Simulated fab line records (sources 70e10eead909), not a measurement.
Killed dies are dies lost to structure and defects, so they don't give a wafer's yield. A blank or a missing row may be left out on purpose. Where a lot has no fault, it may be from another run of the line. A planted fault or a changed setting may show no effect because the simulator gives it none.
fab line records + flow nand-harc + part 2 of 2: steps 4 to 6 of 6
record
- lots=20
- wafers=60
- last-day=25
route steps=1159 shown A_CONTACT@900 A_BLC@982 A_M0@1007
lots that met no fault: taken from a fault-free run of the same line
start-h: hours from the record's opening day to when the first of the lot's shown wafers began + wait-h: hours from the lot's prior step to this one + " the same as in the row above + L1.1+2: several wafers, shown together as one row + - value missing, or start not given + * or withheld: withheld + < > ~ a bound
route shown NAME@n: NAME is a module with steps in the file, n the number in the route of the first one + usual: average and standard deviation across the fault-free wafers + same: alike in all rows + chamber/n: place in a boat + sites: the reading at each site + _std_site: their standard deviation + _edge_site: the outer-site mean with the inner-site mean subtracted + radius-mm: how far each site lies from the wafer's centre + mask NAME#n: copy n + behind: the last tool/chamber to shape the wafer + hold: cause of the lot's hold/its duration in hours/its outcome + device: names the non-switching transistor (n, p or np) + end of line: the route-end tests of the same wafers + where a step has no rows: the recipe by itself + killed: the dies lost at the first sort to structure and to defects; this is not the yield of the wafer + map: a wafer's dies, x killed, . not, _ none there
set.NAME: the run value of the setting; set.NAME@STEP: its run value at that earlier step + model.NAME: the simulator's own value behind a step, which no gauge read
one table for each step of the route and one row for each wafer, over a sample of lots
services: from which hour (start-h, from the record's first day; less than 0 if before it) a tool's chamber was out of use, for how many hours, and why
## steps
# step NHARC_A_M0_DESCUM_14
# recipe
- time-s=3
- o2-flow-sccm=200
- ar-flow-sccm=0
- bias-power-w=0
- chemistry=O2
# usual
- chamber-pressure-mTorr=59.99/0.057
- drypump-motor-current-A=5.7/0.51
- o2-flow-sccm=200.0/0.59
- oes-product-au=1.002/0.0073
- rf-vpp-V=57.8/0.89
- showerhead-plenum-p-Torr=1.92/0.075
- throttle-valve-pct=11.310/0.0086
# same
- bias-power-w=0
| lot.wafer | tool        | chamber | start-h | wait-h | chamber-pressure-mTorr | drypump-motor-current-A | o2-flow-sccm | oes-product-au | rf-hours-counter-h | rf-vpp-V | showerhead-plenum-p-Torr | throttle-valve-pct |
|-----------|-------------|---------|---------|--------|------------------------|-------------------------|--------------|----------------|--------------------|----------|--------------------------|--------------------|
| L074.4    | rie-diel-08 | 1       | 406.45  | 0.1    | 59.99                  | 5.3                     | 200.1        | 0.994          | 5                  | 56.7     | 1.81                     | 11.318             |
| L074.6    | "           | 3       | "       | "      | 60.01                  | 5.6                     | 200.9        | 0.995          | -                  | 57.3     | 1.91                     | 11.312             |
| L074.5    | "           | 0       | "       | "      | 60.05                  | 5.6                     | 201.0        | 0.993          | -                  | 59.1     | 1.95                     | 11.305             |
| L078.2    | rie-diel-10 | 0       | 408.22  | 0.1    | 60.02                  | 4.9                     | 201.3        | 1.002          | 3                  | 59.0     | 2.01                     | 11.309             |
| L078.5    | "           | 3       | "       | "      | 59.98                  | 5.0                     | 199.6        | 1.017          | -                  | 57.3     | 1.91                     | 11.309             |
| L078.6    | "           | 0       | "       | "      | 60.02                  | 5.0                     | 200.3        | 1.003          | -                  | 58.4     | 2.01                     | 11.323             |
| L075.3    | rie-diel-10 | 0       | 408.85  | 0.1    | 59.89                  | 5.0                     | 200.3        | 1.008          | 3                  | 57.9     | 2.01                     | 11.298             |
| L075.5    | "           | 0       | "       | "      | 60.08                  | 5.0                     | 200.2        | 1.005          | -                  | 56.7     | 2.01                     | 11.302             |
| L075.6    | "           | 1       | "       | "      | 59.81                  | 5.6                     | 200.1        | 0.992          | -                  | 57.2     | 1.83                     | 11.315             |
| L076.1    | rie-diel-10 | 0       | 411.70  | 0.1    | 59.98                  | 5.0                     | 200.6        | 0.997          | 3                  | 59.1     | 2.01                     | 11.314             |
| L076.4    | "           | 1       | "       | "      | 59.97                  | 5.6                     | 200.1        | 1.004          | 3                  | 56.8     | 1.83                     | 11.313             |
| L076.6    | "           | 0       | "       | "      | 59.97                  | 5.0                     | 200.4        | 1.000          | -                  | 58.1     | 2.01                     | 11.314             |
| L077.1    | rie-diel-13 | 0       | 428.13  | 0.1    | 60.00                  | 5.9                     | 199.7        | 1.001          | 9                  | 57.2     | 2.05                     | 11.318             |
| L077.3    | "           | 2       | "       | "      | 60.00                  | 6.5                     | 199.6        | 0.988          | -                  | 56.8     | 1.91                     | 11.304             |
| L077.5    | "           | 0       | "       | "      | 60.01                  | 5.9                     | 199.9        | 1.009          | -                  | 58.5     | 2.05                     | 11.300             |
| L081.3    | rie-diel-10 | 0       | 433.68  | 0.1    | 60.07                  | 5.0                     | 199.6        | 1.010          | 5                  | 58.1     | 2.01                     | 11.307             |
| L081.4    | "           | 1       | "       | "      | 60.03                  | 5.6                     | 200.1        | 0.999          | 5                  | 57.3     | 1.83                     | 11.318             |
| L081.6    | "           | 0       | "       | "      | 59.97                  | 5.0                     | 200.8        | 0.997          | -                  | 56.9     | 2.01                     | 11.314             |
| L080.3    | rie-diel-10 | 2       | 441.77  | 0.1    | 59.97                  | 6.4                     | 200.1        | 0.997          | 5                  | 57.0     | 1.98                     | 11.306             |
| L080.2    | "           | 3       | "       | "      | 59.91                  | 5.0                     | 198.5        | 1.011          | 5                  | 58.2     | 1.91                     | 11.312             |
| L080.1    | "           | 1       | "       | "      | 59.95                  | 5.6                     | 199.3        | 0.999          | 6                  | 57.6     | 1.83                     | 11.295             |
| L082.1    | rie-diel-08 | 0       | 460.66  | 0.1    | 59.92                  | 5.7                     | 199.7        | 0.999          | 11                 | 58.4     | 1.94                     | 11.330             |
| L082.4    | "           | 3       | "       | "      | 59.94                  | 5.5                     | 199.4        | 0.998          | 11                 | 58.0     | 1.91                     | 11.335             |
| L082.5    | "           | 1       | "       | "      | 59.97                  | 5.3                     | 200.1        | 0.988          | -                  | 57.5     | 1.81                     | 11.313             |
| L084.4    | rie-diel-10 | 1       | 463.49  | 0.1    | 60.08                  | 5.6                     | 201.4        | 1.002          | 8                  | 57.6     | 1.83                     | 11.310             |
| L084.1    | "           | 3       | "       | "      | 59.94                  | 5.0                     | 199.3        | 1.013          | 6                  | 57.5     | 1.91                     | 11.289             |
| L084.5    | "           | 0       | "       | "      | 59.97                  | 5.0                     | 199.8        | 1.004          | -                  | 57.5     | 2.01                     | 11.320             |
| L083.4    | rie-diel-13 | 1       | 463.92  | 0.1    | 60.08                  | 6.0                     | 199.3        | 1.002          | 0                  | 59.1     | 1.88                     | 11.314             |
| L083.2    | "           | 2       | "       | "      | 59.98                  | 6.6                     | 199.6        | 0.989          | 0                  | 57.7     | 1.91                     | 11.304             |
| L083.5    | "           | 3       | "       | "      | 60.03                  | 5.9                     | 199.9        | 1.007          | -                  | 57.3     | 1.80                     | 11.302             |
| L088.4    | rie-diel-10 | 1       | 490.44  | 0.1    | 59.93                  | 5.6                     | 200.1        | 1.001          | 10                 | 57.9     | 1.83                     | 11.311             |
| L088.6    | "           | 2       | "       | "      | 60.00                  | 6.4                     | 200.2        | 1.007          | -                  | 59.0     | 1.98                     | 11.308             |
| L088.5    | "           | 3       | "       | "      | 60.00                  | 5.0                     | 199.2        | 1.018          | -                  | 58.1     | 1.91                     | 11.320             |
| L086.1    | rie-diel-13 | 2       | 499.35  | 0.1    | 59.90                  | 6.5                     | 199.8        | 1.003          | 3                  | 58.1     | 1.91                     | 11.312             |
| L086.2    | "           | 3       | "       | "      | 60.06                  | 5.9                     | 200.3        | 1.007          | 3                  | 56.6     | 1.79                     | 11.304             |
| L086.3    | "           | 0       | "       | "      | 60.02                  | 5.9                     | 200.2        | 1.005          | 3                  | 59.7     | 2.05                     | 11.320             |
| L087.4    | rie-diel-13 | 3       | 499.80  | 0.1    | 59.94                  | 5.9                     | 200.2        | 1.008          | 3                  | 58.5     | 1.79                     | 11.311             |
| L087.6    | "           | 1       | "       | "      | 59.99                  | 6.0                     | 199.3        | 1.009          | -                  | 57.4     | 1.88                     | 11.320             |
| L087.5    | "           | 2       | "       | "      | 59.96                  | 6.5                     | 200.1        | 1.008          | -                  | 58.4     | 1.91                     | 11.313             |
| L093.3    | rie-diel-08 | 3       | 507.55  | 0.1    | 59.94                  | 5.5                     | 200.5        | 0.999          | 1                  | 58.0     | 1.91                     | 11.320             |
| L093.2    | "           | 1       | "       | "      | 59.95                  | 5.3                     | 200.3        | 0.993          | 1                  | 57.5     | 1.81                     | 11.301             |
| L093.1    | "           | 2       | "       | "      | 60.11                  | 6.0                     | 200.0        | 1.005          | 1                  | 57.7     | 1.93                     | 11.312             |
| L095.2    | rie-diel-10 | 2       | 515.07  | 0.1    | 60.06                  | 6.4                     | 199.8        | 1.002          | 9                  | 58.0     | 1.98                     | 11.299             |
| L095.4    | "           | 3       | "       | "      | 59.98                  | 4.9                     | 200.1        | 1.009          | 10                 | 57.9     | 1.91                     | 11.314             |
| L095.6    | "           | 2       | "       | "      | 60.02                  | 6.4                     | 200.0        | 1.005          | -                  | 58.9     | 1.98                     | 11.316             |
| L092.3    | rie-diel-10 | 2       | 524.86  | 0.1    | 59.91                  | 6.4                     | 200.8        | 0.992          | 9                  | 57.9     | 1.98                     | 11.326             |
| L092.2    | "           | 0       | "       | "      | 60.08                  | 4.9                     | 200.2        | 0.978          | 11                 | 57.4     | 2.00                     | 11.312             |
| L092.6    | "           | 3       | "       | "      | 59.97                  | 5.0                     | 200.6        | 0.996          | -                  | 56.9     | 1.91                     | 11.290             |
| L089.1    | rie-diel-13 | 1       | 525.26  | 0.1    | 59.93                  | 6.0                     | 199.6        | 1.005          | 6                  | 55.9     | 1.88                     | 11.306             |
| L089.3    | "           | 2       | "       | "      | 60.06                  | 6.6                     | 200.6        | 1.000          | 6                  | 58.3     | 1.91                     | 11.304             |
| L089.6    | "           | 2       | "       | "      | 59.96                  | 6.6                     | 199.2        | 0.994          | -                  | 57.2     | 1.91                     | 11.315             |
| L094.1    | rie-diel-08 | 1       | 528.17  | 0.1    | 60.02                  | 5.3                     | 199.6        | 0.996          | 3                  | 56.4     | 1.81                     | 11.313             |
| L094.4    | "           | 3       | "       | "      | 59.90                  | 5.6                     | 199.4        | 1.007          | 2                  | 57.8     | 1.91                     | 11.319             |
| L094.6    | "           | 1       | "       | "      | 59.91                  | 5.3                     | 201.3        | 0.999          | -                  | 57.8     | 1.81                     | 11.308             |
| L097.1    | rie-diel-08 | 0       | 532.78  | 0.1    | 60.03                  | 5.7                     | 199.3        | 1.003          | 3                  | 57.3     | 1.94                     | 11.311             |
| L097.2    | "           | 1       | "       | "      | 60.01                  | 5.3                     | 200.3        | 0.997          | 3                  | 55.7     | 1.81                     | 11.317             |
| L097.6    | "           | 3       | "       | "      | 60.04                  | 5.6                     | 199.2        | 0.994          | -                  | 57.7     | 1.91                     | 11.310             |
| L096.2    | rie-diel-13 | 1       | 533.14  | 0.1    | 59.98                  | 6.0                     | 199.5        | 0.996          | 7                  | 58.7     | 1.88                     | 11.299             |
| L096.3    | "           | 3       | "       | "      | 60.09                  | 5.9                     | 200.0        | 0.995          | 6                  | 56.3     | 1.79                     | 11.309             |
| L096.5    | "           | 0       | "       | "      | 60.07                  | 5.9                     | 199.3        | 1.011          | -                  | 58.3     | 2.04                     | 11.311             |
# step NHARC_A_M0_CMP_23
# recipe
- t-overpolish-s=20
- target-thk-nm=113.75
# usual
- motor-current-A=12.5/1.3
- pad-life-wafers=324/130
- retaining-ring-pressure-frac=1.000/0.0055
- time-to-endpoint-s=29.0/1.8
| lot.wafer | tool   | chamber | start-h | wait-h | motor-current-A | pad-life-wafers | retaining-ring-pressure-frac | time-to-endpoint-s |
|-----------|--------|---------|---------|--------|-----------------|-----------------|------------------------------|--------------------|
| L074.4    | cmp-03 | 3       | 408.74  | -      | 14.4            | 252             | 1.001                        | 27.9               |
| L074.5    | "      | 3       | "       | "      | 13.7            | -               | 1.000                        | 27.9               |
| L074.6    | "      | 0       | "       | "      | 12.1            | -               | 0.997                        | 30.0               |
| L078.2    | cmp-01 | 1       | 410.35  | -      | 13.2            | 189             | 0.995                        | 27.0               |
| L078.5    | "      | 2       | "       | "      | 11.9            | -               | 1.002                        | 26.5               |
| L078.6    | "      | 3       | "       | "      | 11.0            | -               | 1.004                        | 26.1               |
| L075.3    | cmp-03 | 0       | 410.90  | -      | 12.9            | 276             | 0.997                        | 32.1               |
| L075.6    | "      | 0       | "       | "      | 13.0            | -               | 0.992                        | 32.1               |
| L075.5    | "      | 1       | "       | "      | 13.1            | -               | 1.011                        | 31.0               |
| L076.1    | cmp-01 | 2       | 413.79  | -      | 10.9            | 205             | 1.005                        | 27.8               |
| L076.4    | "      | 0       | "       | "      | 10.4            | 207             | 1.000                        | 26.6               |
| L076.6    | "      | 2       | "       | "      | 11.5            | -               | 0.999                        | 27.3               |
| L077.1    | cmp-02 | 2       | 430.26  | -      | 13.0            | 456             | 1.001                        | 31.0               |
| L077.3    | "      | 1       | "       | "      | 14.9            | 459             | 0.993                        | 31.0               |
| L077.5    | "      | 3       | "       | "      | 11.3            | -               | 0.997                        | 29.0               |
| L081.4    | cmp-01 | 0       | 435.71  | -      | 10.0            | 391             | 1.007                        | 28.1               |
| L081.3    | "      | 1       | "       | "      | 13.3            | 392             | 0.997                        | 27.5               |
| L081.6    | "      | 3       | "       | "      | 11.2            | -               | 1.002                        | 25.4               |
| L080.2    | cmp-03 | 3       | 443.78  | -      | 15.0            | 528             | 0.991                        | 28.9               |
| L080.1    | "      | 1       | "       | "      | 12.7            | 530             | 0.996                        | 28.9               |
| L080.3    | "      | 2       | "       | "      | 11.4            | 531             | 1.004                        | 28.8               |
| L082.1    | cmp-01 | 1       | 463.00  | -      | 13.2            | 469             | 0.993                        | 29.1               |
| L082.4    | "      | 2       | "       | "      | 11.1            | 470             | 0.996                        | 28.6               |
| L082.5    | "      | 0       | "       | "      | 10.4            | -               | 0.994                        | 29.2               |
| L084.1    | cmp-01 | 3       | 465.49  | -      | 11.2            | 474             | 1.006                        | 28.2               |
| L084.4    | "      | 0       | "       | "      | 10.6            | 475             | 0.999                        | 27.5               |
| L084.5    | "      | 3       | "       | "      | 11.4            | -               | 1.005                        | 27.0               |
| L083.2    | cmp-02 | 2       | 466.00  | -      | 13.3            | 103             | 0.998                        | 28.7               |
| L083.4    | "      | 0       | "       | "      | 13.2            | 105             | 0.992                        | 28.9               |
| L083.5    | "      | 2       | "       | "      | 13.0            | -               | 0.991                        | 30.5               |
| L088.4    | cmp-03 | 3       | 492.52  | -      | 15.4            | 165             | 1.008                        | 28.7               |
| L088.5    | "      | 0       | "       | "      | 13.0            | -               | 1.006                        | 32.1               |
| L088.6    | "      | 1       | "       | "      | 12.8            | -               | 1.005                        | 26.9               |
| L086.3    | cmp-01 | 0       | 501.37  | -      | 10.6            | 156             | 1.005                        | 28.7               |
| L086.2    | "      | 2       | "       | "      | 11.5            | 158             | 1.009                        | 29.4               |
| L086.1    | "      | 3       | "       | "      | 11.5            | 159             | 0.994                        | 29.2               |
| L087.4    | cmp-01 | 1       | 501.83  | -      | 13.8            | 163             | 1.001                        | 28.1               |
| L087.5    | "      | 0       | "       | "      | 11.3            | -               | 1.005                        | 30.5               |
| L087.6    | "      | 1       | "       | "      | 13.4            | -               | 1.000                        | 29.3               |
| L093.1    | cmp-01 | 0       | 509.58  | -      | 10.3            | 210             | 1.002                        | 26.8               |
| L093.2    | "      | 1       | "       | "      | 13.3            | 211             | 0.997                        | 28.7               |
| L093.3    | "      | 2       | "       | "      | 10.5            | 212             | 1.002                        | 28.4               |
| L095.4    | cmp-03 | 0       | 517.07  | -      | 12.8            | 276             | 0.997                        | 27.8               |
| L095.2    | "      | 2       | "       | "      | 12.2            | 278             | 1.002                        | 30.2               |
| L095.6    | "      | 0       | "       | "      | 12.3            | -               | 1.000                        | 29.2               |
| L092.2    | cmp-02 | 3       | 526.92  | -      | 12.3            | 452             | 1.003                        | 30.8               |
| L092.3    | "      | 0       | "       | "      | 13.0            | 453             | 0.994                        | 31.7               |
| L092.6    | "      | 1       | "       | "      | 14.9            | -               | 1.002                        | 30.8               |
| L089.1    | cmp-03 | 1       | 527.30  | -      | 13.3            | 342             | 1.000                        | 30.6               |
| L089.3    | "      | 3       | "       | "      | 14.9            | 344             | 1.000                        | 32.9               |
| L089.6    | "      | 2       | "       | "      | 11.8            | -               | 1.001                        | 28.8               |
| L094.1    | cmp-03 | 3       | 530.25  | -      | 14.8            | 362             | 0.999                        | 29.9               |
| L094.4    | "      | 0       | "       | "      | 12.7            | 363             | 0.993                        | 29.8               |
| L094.6    | "      | 2       | "       | "      | 11.6            | -               | 0.991                        | 30.9               |
| L097.1    | cmp-02 | 1       | 535.63  | -      | 15.3            | 512             | 1.010                        | 28.8               |
| L097.2    | "      | 2       | "       | "      | 12.5            | 513             | 0.994                        | 27.4               |
| L097.6    | "      | 0       | "       | "      | 13.4            | -               | 1.006                        | 28.3               |
| L096.3    | cmp-03 | 0       | 535.90  | -      | 12.5            | 391             | 1.005                        | 30.7               |
| L096.2    | "      | 2       | "       | "      | 11.6            | 393             | 1.008                        | 29.1               |
| L096.5    | "      | 0       | "       | "      | 12.6            | -               | 1.013                        | 29.8               |
# step NHARC_A_M0_INSPECT_27
# usual
- raw-defect-count=433/110
| lot.wafer | tool              | chamber | start-h | wait-h | raw-defect-count |
|-----------|-------------------|---------|---------|--------|------------------|
| L074.4    | defect-inspect-02 | -       | 409.22  | 0.0    | 501              |
| L074.5    | "                 | -       | "       | "      | 374              |
| L074.6    | "                 | -       | "       | "      | 405              |
| L078.2    | defect-inspect-02 | -       | 410.76  | 0.0    | 326              |
| L078.5    | "                 | -       | "       | "      | 566              |
| L078.6    | "                 | -       | "       | "      | 354              |
| L075.3    | defect-inspect-02 | -       | 411.42  | 0.0    | 641              |
| L075.5    | "                 | -       | "       | "      | 556              |
| L075.6    | "                 | -       | "       | "      | 460              |
| L076.1    | defect-inspect-02 | -       | 414.24  | 0.0    | 407              |
| L076.4    | "                 | -       | "       | "      | 356              |
| L076.6    | "                 | -       | "       | "      | 319              |
| L077.1    | defect-inspect-02 | -       | 430.74  | 0.1    | 604              |
| L077.3    | "                 | -       | "       | "      | 458              |
| L077.5    | "                 | -       | "       | "      | 599              |
| L081.3    | defect-inspect-02 | -       | 436.16  | 0.0    | 488              |
| L081.4    | "                 | -       | "       | "      | 518              |
| L081.6    | "                 | -       | "       | "      | 500              |
| L080.1    | defect-inspect-02 | -       | 444.25  | 0.0    | 620              |
| L080.2    | "                 | -       | "       | "      | 524              |
| L080.3    | "                 | -       | "       | "      | 650              |
| L082.1    | defect-inspect-02 | -       | 463.46  | 0.0    | 325              |
| L082.4    | "                 | -       | "       | "      | 301              |
| L082.5    | "                 | -       | "       | "      | 223              |
| L084.1    | defect-inspect-02 | -       | 465.96  | 0.0    | 335              |
| L084.4    | "                 | -       | "       | "      | 504              |
| L084.5    | "                 | -       | "       | "      | 402              |
| L083.2    | defect-inspect-02 | -       | 466.44  | 0.0    | 450              |
| L083.4    | "                 | -       | "       | "      | 430              |
| L083.5    | "                 | -       | "       | "      | 309              |
| L088.4    | defect-inspect-02 | -       | 492.91  | 0.0    | 384              |
| L088.5    | "                 | -       | "       | "      | 459              |
| L088.6    | "                 | -       | "       | "      | 418              |
| L086.1    | defect-inspect-02 | -       | 501.83  | 0.0    | 376              |
| L086.2    | "                 | -       | "       | "      | 342              |
| L086.3    | "                 | -       | "       | "      | 391              |
| L087.4    | defect-inspect-01 | -       | 502.28  | 0.0    | 356              |
| L087.5    | "                 | -       | "       | "      | 466              |
| L087.6    | "                 | -       | "       | "      | 372              |
| L093.1    | defect-inspect-01 | -       | 510.07  | 0.0    | 310              |
| L093.2    | "                 | -       | "       | "      | 351              |
| L093.3    | "                 | -       | "       | "      | 351              |
| L095.2    | defect-inspect-01 | -       | 517.56  | 0.0    | 315              |
| L095.4    | "                 | -       | "       | "      | 321              |
| L095.6    | "                 | -       | "       | "      | 288              |
| L092.2    | defect-inspect-02 | -       | 527.33  | 0.0    | 522              |
| L092.3    | "                 | -       | "       | "      | 352              |
| L092.6    | "                 | -       | "       | "      | 659              |
| L089.1    | defect-inspect-02 | -       | 527.78  | 0.0    | 448              |
| L089.3    | "                 | -       | "       | "      | 511              |
| L089.6    | "                 | -       | "       | "      | 410              |
| L094.1    | defect-inspect-02 | -       | 530.67  | 0.0    | 344              |
| L094.4    | "                 | -       | "       | "      | 580              |
| L094.6    | "                 | -       | "       | "      | 407              |
| L097.1    | defect-inspect-02 | -       | 536.05  | 0.0    | 505              |
| L097.2    | "                 | -       | "       | "      | 477              |
| L097.6    | "                 | -       | "       | "      | 432              |
| L096.2    | defect-inspect-01 | -       | 536.34  | 0.0    | 620              |
| L096.3    | "                 | -       | "       | "      | 455              |
| L096.5    | "                 | -       | "       | "      | 379              |
## services
| tool        | chamber | start-h | hours | kind   |
|-------------|---------|---------|-------|--------|
| cmp-03      | -       | 371.58  | 1.1   | repair |
| cmp-01      | -       | 375.50  | 4.0   | pm     |
| cmp-03      | -       | 389.16  | 2.2   | repair |
| rie-diel-11 | 2       | 399.95  | 2.8   | repair |
| rie-diel-03 | 1       | 413.39  | 7.9   | repair |
| rie-diel-02 | 1       | 416.22  | 11.6  | repair |
| rie-diel-10 | 2       | 419.80  | 8.7   | repair |
| rie-diel-09 | 2       | 422.71  | 1.5   | repair |
| rie-diel-09 | 2       | 427.69  | 16.2  | repair |
| rie-diel-09 | -       | 431.10  | 9.0   | pm     |
| rie-diel-11 | 1       | 442.47  | 8.3   | repair |
| rie-diel-09 | 2       | 447.96  | 3.0   | repair |
| rie-diel-02 | 3       | 451.06  | 3.0   | repair |
| rie-diel-02 | 1       | 456.85  | 2.5   | repair |
| rie-diel-04 | -       | 466.06  | 9.0   | pm     |
| rie-diel-04 | -       | 491.98  | 0.2   | repair |
| rie-diel-02 | 0       | 492.53  | 2.7   | repair |
| rie-diel-09 | 3       | 494.63  | 7.9   | repair |
| rie-diel-02 | 1       | 495.84  | 4.4   | repair |
| rie-diel-09 | -       | 500.58  | 1.1   | repair |
| rie-diel-02 | -       | 504.86  | 9.0   | pm     |
| rie-diel-09 | 0       | 513.03  | 7.0   | repair |
| rie-diel-09 | 2       | 527.07  | 11.8  | repair |
| rie-diel-10 | -       | 530.53  | 9.0   | pm     |
